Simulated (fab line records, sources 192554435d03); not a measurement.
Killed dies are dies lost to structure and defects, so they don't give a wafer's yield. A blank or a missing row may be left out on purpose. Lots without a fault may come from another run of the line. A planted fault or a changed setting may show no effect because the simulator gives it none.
Chamber matching | flow n5_finfet | N5_BEOL_M15_DESCUM_15 on rie_diel-04: 4 sister chambers
The step chemistry O2, time 7.9 s. 4 wafers are shown with their chamber, then 9 later ones without.

WAFERS WITH THEIR CHAMBER
wafer  | chamber | drypump_motor_current_A (A)
L077.1 | 1       | 5.92
L084.6 | 0       | 5.71
L091.1 | 2       | 5.77
L091.5 | 3       | 5.49

WAFERS WITHOUT THEIR CHAMBER
wafer  | drypump_motor_current_A (A)
L095.1 | 5.94
L095.2 | 5.77
L095.3 | 5.51
L095.4 | 5.77
L095.5 | 5.49
L095.6 | 5.92
L097.2 | 5.49
L097.3 | 5.80
L097.6 | 5.91

WHICH CHAMBER EACH WENT THROUGH
wafer  | from the rows above | in truth
L095.1 | 1                   | 1
L095.2 | 2                   | 2
L095.3 | 3                   | 3
L095.4 | 2                   | 2
L095.5 | 3                   | 3
L095.6 | 1                   | 1
L097.2 | 3                   | 3
L097.3 | 2                   | 2
L097.6 | 1                   | 1
Placed correctly: 9 of 9. Can't be placed from these rows: 0. Placed wrongly: 0.
How it was worked out, from the rows above alone: a wafer's distance from a chamber is the root of the sum, over the readings, of the square of ((its reading less the chamber's mean) divided by the reading's scatter). The wafer belongs to the nearest chamber; if the next one is less than 2 further off, it can't be placed. A chamber's mean is the mean of its shown wafers. The scatter: with one shown wafer a chamber, the root of the mean of the squares of how far each hidden wafer lies from its nearest shown one.
